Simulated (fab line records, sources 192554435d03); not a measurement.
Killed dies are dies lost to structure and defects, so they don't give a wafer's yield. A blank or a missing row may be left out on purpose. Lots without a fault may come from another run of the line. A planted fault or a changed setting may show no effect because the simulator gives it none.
Chamber matching | flow n5_finfet | N5_BEOL_M0_SAQP_ALD_48 on ald_sin-04: 4 sister chambers
The step deposits SiO2, target thk 20 nm, pulse time 1 s, co reactant pulse time 1 s. 4 wafers are shown with their chamber, then 8 later ones without.

WAFERS WITH THEIR CHAMBER
wafer  | chamber | heater_power_w (W)
L079.6 | 3       | 83
L084.2 | 0       | 69
L087.2 | 1       | 89
L094.1 | 2       | 85

WAFERS WITHOUT THEIR CHAMBER
wafer  | heater_power_w (W)
L094.2 | 71
L094.6 | 83
L095.1 | 89
L095.2 | 70
L095.4 | 86
L097.1 | 90
L097.2 | 71
L097.5 | 88

WHICH CHAMBER EACH WENT THROUGH
wafer  | from the rows above          | in truth
L094.2 | 0                            | 0
L094.6 | can't be placed: 3 or 2      | 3
L095.1 | 1                            | 1
L095.2 | 0                            | 0
L095.4 | can't be placed: 2 or 1 or 3 | 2
L097.1 | 1                            | 1
L097.2 | 0                            | 0
L097.5 | can't be placed: 1 or 2      | 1
Placed correctly: 5 of 8. Can't be placed from these rows: 3 (the true chamber is among the candidates in 3). Placed wrongly: 0.
How it was worked out, from the rows above alone: a wafer's distance from a chamber is the root of the sum, over the readings, of the square of ((its reading less the chamber's mean) divided by the reading's scatter). The wafer belongs to the nearest chamber; if the next one is less than 2 further off, it can't be placed. A chamber's mean is the mean of its shown wafers. The scatter: with one shown wafer a chamber, the root of the mean of the squares of how far each hidden wafer lies from its nearest shown one.
